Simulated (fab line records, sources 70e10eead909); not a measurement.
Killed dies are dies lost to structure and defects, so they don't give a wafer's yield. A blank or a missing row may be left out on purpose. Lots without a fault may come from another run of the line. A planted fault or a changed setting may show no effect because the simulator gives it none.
Which tool did it? | flow nand_harc | 24 lots, 72 wafers sampled, at 5 steps of a route of 1302

WHAT THE GAUGES READ, wafer by wafer
NHARC_P_M2_THK_MEAS_24: measures by xrf.
lot  | measured     | on            | thk_nm (nm)
L075 | day 7 04:56  | film_metro-01 | 142.1 140.7 141.5
L076 | day 7 17:01  | film_metro-02 | 146.2 144.8 145.1
L077 | day 7 22:00  | film_metro-01 | 146.8 143.0 146.2
L074 | day 8 00:28  | film_metro-01 | 142.7 145.5 146.6
L078 | day 8 04:58  | film_metro-02 | 144.9 145.4 143.9
L079 | day 8 12:50  | film_metro-02 | 143.8 143.3 144.6
L080 | day 9 01:14  | film_metro-01 | 146.0 142.9 144.4
L081 | day 9 10:49  | film_metro-02 | 141.9 143.6 143.2
L082 | day 10 00:44 | film_metro-02 | 144.6 144.5 143.7
L083 | day 10 05:21 | film_metro-01 | 144.4 141.3 144.9
L085 | day 11 02:04 | film_metro-02 | 143.1 144.4 142.1
L084 | day 11 04:46 | film_metro-02 | 145.9 145.4 140.5
L086 | day 11 12:38 | film_metro-02 | 144.2 145.4 143.4
L087 | day 12 18:47 | film_metro-01 | 141.1 146.6 143.2
L088 | day 12 19:49 | film_metro-01 | 142.7 145.4 146.2
L089 | day 13 08:44 | film_metro-02 | 143.8 144.0 143.0
L090 | day 13 09:59 | film_metro-01 | 144.4 142.3 145.5
L091 | day 13 16:32 | film_metro-01 | 143.3 144.2 143.7
L093 | day 14 04:32 | film_metro-01 | 143.7 144.8 143.1
L092 | day 14 06:54 | film_metro-02 | 142.2 145.1 144.5
L094 | day 14 17:59 | film_metro-02 | 145.8 144.5 146.1
L095 | day 15 09:47 | film_metro-01 | 144.3 143.5 147.3
L096 | day 15 14:43 | film_metro-01 | 142.6 145.9 144.8
L097 | day 16 01:09 | film_metro-01 | 145.1 144.6 143.2

WHICH TOOL RAN EACH LOT (tool, then ch and the chambers of the sampled wafers, then the start)
lot  | NHARC_P_M1_ETCH_28                            | NHARC_P_M1_ANNEAL_31             | NHARC_P_M1_PRE_CLEAN_32         | NHARC_P_M2_ETCH_15
L075 | rie_diel-12 ch 0,2,3, day 7 00:00 or earlier  | rtp_anneal-01 ch 0, day 7 00:00  | pecvd-03 ch 1,2, day 7 00:50    | rie_diel-05 ch 0,1,3, day 7 04:56 or earlier
L076 | rie_diel-12 ch 1,2, day 7 12:06 or earlier    | rtp_anneal-01 ch 0, day 7 12:06  | pecvd-04 ch 0,1,2, day 7 12:58  | rie_diel-03 ch 0,2,3, day 7 17:01 or earlier
L077 | rie_diel-12 ch 0,1,3, day 7 17:19 or earlier  | rtp_anneal-01 ch 0, day 7 17:19  | pecvd-04 ch 0,1,2, day 7 18:14  | rie_diel-01 ch 2,3, day 7 22:00 or earlier
L074 | rie_diel-09 ch 0,2,3, day 7 19:38 or earlier  | rtp_anneal-01 ch 0, day 7 19:38  | pecvd-03 ch 1,2, day 7 20:26    | rie_diel-05 ch 2,3, day 8 00:28 or earlier
L078 | rie_diel-09 ch 0,3, day 8 00:07 or earlier    | rtp_anneal-01 ch 0, day 8 00:07  | pecvd-01 ch 0,1,2, day 8 01:01  | rie_diel-01 ch 0,2,3, day 8 04:58 or earlier
L079 | rie_diel-09 ch 0,1,2, day 8 08:04 or earlier  | rtp_anneal-01 ch 0, day 8 08:04  | pecvd-01 ch 0,2, day 8 08:58    | rie_diel-01 ch 0,1,3, day 8 12:50 or earlier
L080 | rie_diel-09 ch 1,2, day 8 20:43 or earlier    | rtp_anneal-02 ch 0, day 8 20:43  | pecvd-01 ch 0,1,2, day 8 21:29  | rie_diel-01 ch 0,1, day 9 01:14 or earlier
L081 | rie_diel-09 ch 0,1,3, day 9 06:14 or earlier  | rtp_anneal-01 ch 0, day 9 06:14  | pecvd-03 ch 1,2, day 9 07:01    | rie_diel-05 ch 1,3, day 9 10:49 or earlier
L082 | rie_diel-09 ch 2,3, day 9 20:06 or earlier    | rtp_anneal-02 ch 0, day 9 20:06  | pecvd-04 ch 0,1,2, day 9 20:56  | rie_diel-01 ch 0,2,3, day 10 00:44 or earlier
L083 | rie_diel-09 ch 0,1,3, day 10 00:35 or earlier | rtp_anneal-02 ch 0, day 10 00:35 | pecvd-01 ch 1,2, day 10 01:26   | rie_diel-05 ch 1,2, day 10 05:21 or earlier
L085 | rie_diel-09 ch 0,1, day 10 21:22 or earlier   | rtp_anneal-02 ch 0, day 10 21:22 | pecvd-03 ch 0,1,2, day 10 22:10 | rie_diel-05 ch 1,2,3, day 11 02:04 or earlier
L084 | rie_diel-09 ch 1,2, day 11 00:02 or earlier   | rtp_anneal-02 ch 0, day 11 00:02 | pecvd-04 ch 1,2, day 11 00:56   | rie_diel-05 ch 0,1,2, day 11 04:46 or earlier
L086 | rie_diel-12 ch 1,2,3, day 11 07:45 or earlier | rtp_anneal-02 ch 0, day 11 07:45 | pecvd-04 ch 0,1, day 11 08:38   | rie_diel-03 ch 0,2,3, day 11 12:38 or earlier
L087 | rie_diel-09 ch 0,1, day 12 14:07 or earlier   | rtp_anneal-01 ch 0, day 12 14:07 | pecvd-01 ch 0,1,2, day 12 14:59 | rie_diel-05 ch 0,2,3, day 12 18:47 or earlier
L088 | rie_diel-12 ch 1,2,3, day 12 14:56 or earlier | rtp_anneal-01 ch 0, day 12 14:56 | pecvd-03 ch 0,1,2, day 12 15:49 | rie_diel-05 ch 0,2,3, day 12 19:49 or earlier
L089 | rie_diel-09 ch 1,2,3, day 13 03:56 or earlier | rtp_anneal-01 ch 0, day 13 03:56 | pecvd-03 ch 1,2, day 13 04:46   | rie_diel-05 ch 0,2,3, day 13 08:44 or earlier
L090 | rie_diel-09 ch 1,2,3, day 13 05:03 or earlier | rtp_anneal-01 ch 0, day 13 05:03 | pecvd-03 ch 0,1,2, day 13 05:56 | rie_diel-05 ch 0,1,3, day 13 09:59 or earlier
L091 | rie_diel-02 ch 1,2,3, day 13 11:42 or earlier | rtp_anneal-01 ch 0, day 13 11:42 | pecvd-01 ch 0,1,2, day 13 12:29 | rie_diel-01 ch 0,3, day 13 16:32 or earlier
L093 | rie_diel-12 ch 0,3, day 13 23:40 or earlier   | rtp_anneal-01 ch 0, day 13 23:40 | pecvd-03 ch 0,1,2, day 14 00:34 | rie_diel-01 ch 1,2,3, day 14 04:32 or earlier
L092 | rie_diel-12 ch 1,2, day 14 01:51 or earlier   | rtp_anneal-02 ch 0, day 14 01:51 | pecvd-03 ch 0,1,2, day 14 02:41 | rie_diel-01 ch 0,2,3, day 14 06:54 or earlier
L094 | rie_diel-12 ch 1,2,3, day 14 13:16 or earlier | rtp_anneal-02 ch 0, day 14 13:16 | pecvd-03 ch 1,2, day 14 14:03   | rie_diel-03 ch 0,1,3, day 14 17:59 or earlier
L095 | rie_diel-12 ch 0,1,3, day 15 05:06 or earlier | rtp_anneal-01 ch 0, day 15 05:06 | pecvd-03 ch 0,1,2, day 15 05:52 | rie_diel-05 ch 0,1,3, day 15 09:47 or earlier
L096 | rie_diel-09 ch 0,3, day 15 09:52 or earlier   | rtp_anneal-02 ch 0, day 15 09:52 | pecvd-01 ch 0,1,2, day 15 10:51 | rie_diel-05 ch 0,1,3, day 15 14:43 or earlier
L097 | rie_diel-09 ch 1,3, day 15 20:29 or earlier   | rtp_anneal-02 ch 0, day 15 20:29 | pecvd-03 ch 0,1, day 15 21:22   | rie_diel-05 ch 0,1,3, day 16 01:09 or earlier
- NHARC_P_M1_ETCH_28: etches the open film in CF4/N2, target depth 30 nm, time 72.99 s.
- NHARC_P_M1_ANNEAL_31: time 90 s.
- NHARC_P_M1_PRE_CLEAN_32: time 12 s.
- NHARC_P_M2_ETCH_15: etches the open film in C4F8/Ar, target depth 182.5 nm, time 91.2 s.

WHAT THE TOOLS THEMSELVES READ (means of the sampled wafers that have a number; where no wafer has one, the mark that the record gives instead)
NHARC_P_M1_ETCH_28.
lot  | tool        | drypump_motor_current_A (A) | n2_flow_sccm (sccm) | oes_product_au (a.u.) | rf_vpp_V (V) | showerhead_plenum_p_Torr (Torr) | throttle_valve_pct (%)
L075 | rie_diel-12 | 5.7                         | 99.8                | 1.001                 | 312.7        | 2.56                            | 19.794
L076 | rie_diel-12 | 5.4                         | 100.0               | 1.004                 | 316.1        | 2.73                            | 19.792
L077 | rie_diel-12 | 5.6                         | 100.0               | 1.002                 | 313.4        | 2.58                            | 19.792
L074 | rie_diel-09 | 6.2                         | 100.1               | 1.007                 | 313.2        | 2.58                            | 19.793
L078 | rie_diel-09 | 5.9                         | 100.1               | 0.999                 | 312.4        | 2.52                            | 19.797
L079 | rie_diel-09 | 6.1                         | 100.0               | 0.999                 | 314.4        | 2.67                            | 19.793
L080 | rie_diel-09 | 6.3                         | 100.2               | 1.005                 | 315.6        | 2.73                            | 19.790
L081 | rie_diel-09 | 6.0                         | 100.2               | 0.996                 | 313.5        | 2.58                            | 19.790
L082 | rie_diel-09 | 6.4                         | 99.9                | 1.003                 | 313.8        | 2.56                            | 19.798
L083 | rie_diel-09 | 6.0                         | 100.1               | 1.003                 | 313.2        | 2.58                            | 19.783
L085 | rie_diel-09 | 5.9                         | 99.7                | 1.007                 | 314.4        | 2.60                            | 19.789
L084 | rie_diel-09 | 6.2                         | 100.0               | 1.008                 | 315.7        | 2.73                            | 19.799
L086 | rie_diel-12 | 5.6                         | 100.1               | 1.009                 | 314.3        | 2.64                            | 19.789
L087 | rie_diel-09 | 5.9                         | 100.2               | 1.003                 | 314.2        | 2.67                            | 19.792
L088 | rie_diel-12 | 5.6                         | 100.0               | 0.998                 | 314.6        | 2.64                            | 19.790
L089 | rie_diel-09 | 6.3                         | 99.9                | 1.008                 | 314.4        | 2.64                            | 19.795
L090 | rie_diel-09 | 6.3                         | 100.3               | 1.003                 | 313.7        | 2.64                            | 19.787
L091 | rie_diel-02 | 6.0                         | 100.0               | 1.000                 | 313.7        | 2.56                            | 19.796
L093 | rie_diel-12 | 5.6                         | 99.6                | 0.999                 | 311.6        | 2.49                            | 19.787
L092 | rie_diel-12 | 5.4                         | 99.9                | 0.997                 | 316.4        | 2.73                            | 19.794
L094 | rie_diel-12 | 5.6                         | 100.0               | 0.996                 | 315.0        | 2.64                            | 19.802
L095 | rie_diel-12 | 5.6                         | 100.2               | 1.010                 | 313.1        | 2.58                            | 19.794
L096 | rie_diel-09 | 6.1                         | 99.8                | 1.002                 | 312.4        | 2.49                            | 19.791
L097 | rie_diel-09 | 6.2                         | 100.0               | 1.009                 | 313.3        | 2.56                            | 19.792

NHARC_P_M1_ANNEAL_31.
lot  | tool          | anneal_temp_c (C) | anneal_temp_c_max | wafer_temp_C_max
L075 | rtp_anneal-01 | 225.03            | 226.4             | 226.7
L076 | rtp_anneal-01 | 224.96            | 226.1             | 226.8
L077 | rtp_anneal-01 | 224.88            | 226.1             | 227.0
L074 | rtp_anneal-01 | 224.99            | 226.3             | 227.0
L078 | rtp_anneal-01 | 224.83            | 225.8             | 226.9
L079 | rtp_anneal-01 | 224.77            | 226.2             | 226.9
L080 | rtp_anneal-02 | 224.99            | 225.8             | 226.2
L081 | rtp_anneal-01 | 224.56            | 225.9             | 226.8
L082 | rtp_anneal-02 | 224.97            | 225.6             | 225.7
L083 | rtp_anneal-02 | 225.23            | 226.1             | 225.9
L085 | rtp_anneal-02 | 225.09            | 225.9             | 226.0
L084 | rtp_anneal-02 | 225.09            | 225.8             | 226.1
L086 | rtp_anneal-02 | 225.19            | 226.0             | 225.6
L087 | rtp_anneal-01 | 224.90            | 226.3             | 227.0
L088 | rtp_anneal-01 | 225.16            | 226.3             | 227.1
L089 | rtp_anneal-01 | 224.90            | 226.0             | 226.8
L090 | rtp_anneal-01 | 225.12            | 226.4             | 226.5
L091 | rtp_anneal-01 | 225.17            | 226.5             | 226.9
L093 | rtp_anneal-01 | 224.97            | 226.4             | 227.0
L092 | rtp_anneal-02 | 225.10            | 225.8             | 226.0
L094 | rtp_anneal-02 | 225.11            | 225.8             | 225.9
L095 | rtp_anneal-01 | 225.06            | 226.5             | 226.6
L096 | rtp_anneal-02 | 225.04            | 225.6             | 225.8
L097 | rtp_anneal-02 | 224.70            | 225.3             | 226.0

NHARC_P_M1_PRE_CLEAN_32.
lot  | tool     | heater_power_w (W)
L075 | pecvd-03 | 635
L076 | pecvd-04 | 676
L077 | pecvd-04 | 684
L074 | pecvd-03 | 588
L078 | pecvd-01 | 653
L079 | pecvd-01 | 639
L080 | pecvd-01 | 687
L081 | pecvd-03 | 593
L082 | pecvd-04 | 682
L083 | pecvd-01 | 643
L085 | pecvd-03 | 605
L084 | pecvd-04 | 694
L086 | pecvd-04 | 573
L087 | pecvd-01 | 686
L088 | pecvd-03 | 599
L089 | pecvd-03 | 577
L090 | pecvd-03 | 601
L091 | pecvd-01 | 670
L093 | pecvd-03 | 614
L092 | pecvd-03 | 600
L094 | pecvd-03 | 603
L095 | pecvd-03 | 611
L096 | pecvd-01 | 713
L097 | pecvd-03 | 570

NHARC_P_M2_ETCH_15.
lot  | tool        | oes_product_au (a.u.) | rf_vpp_V (V)
L075 | rie_diel-05 | 0.962                 | 438.9
L076 | rie_diel-03 | 0.935                 | 437.6
L077 | rie_diel-01 | 0.930                 | 440.8
L074 | rie_diel-05 | 0.966                 | 440.6
L078 | rie_diel-01 | 0.928                 | 438.6
L079 | rie_diel-01 | 0.933                 | 438.2
L080 | rie_diel-01 | 0.930                 | 437.7
L081 | rie_diel-05 | 0.968                 | 438.7
L082 | rie_diel-01 | 0.985                 | 440.3
L083 | rie_diel-05 | 0.967                 | 442.2
L085 | rie_diel-05 | 0.973                 | 440.2
L084 | rie_diel-05 | 0.960                 | 441.6
L086 | rie_diel-03 | 0.934                 | 437.9
L087 | rie_diel-05 | 0.975                 | 440.1
L088 | rie_diel-05 | 0.965                 | 440.4
L089 | rie_diel-05 | 0.955                 | 441.4
L090 | rie_diel-05 | 0.964                 | 438.8
L091 | rie_diel-01 | 0.934                 | 437.9
L093 | rie_diel-01 | 0.923                 | 439.1
L092 | rie_diel-01 | 0.931                 | 438.5
L094 | rie_diel-03 | 0.937                 | 439.9
L095 | rie_diel-05 | 0.964                 | 440.0
L096 | rie_diel-05 | 0.963                 | 438.9
L097 | rie_diel-05 | 0.975                 | 439.1

THE ANSWER, worked out from the rows above alone
Rule: what is usual is taken from the lots themselves. Put in order of their means at a reading, lots are off if they are a third of the lots or fewer, leave a main group of 4 or more, and stand apart from it by a gap of 3 or more times the standard deviation of the main group's means; of several such gaps the widest counts. A main group whose means are all the same, to the digits that the tables above print for the reading, isn't used. A lot without any number at a reading at which 4 lots or more have one is off too. The other lots that the step has rows for count as sound. The gauges are gone through in route order, then the tools' own readings, and for those a lot's mean is taken as printed above. The first step at which some lot is off is used, and at that step the reading that is off furthest; a lot without a number counts as furthest.
No lot is off at any reading shown: from this, nothing can be told.

WHAT THE SIMULATOR HAD PUT IN
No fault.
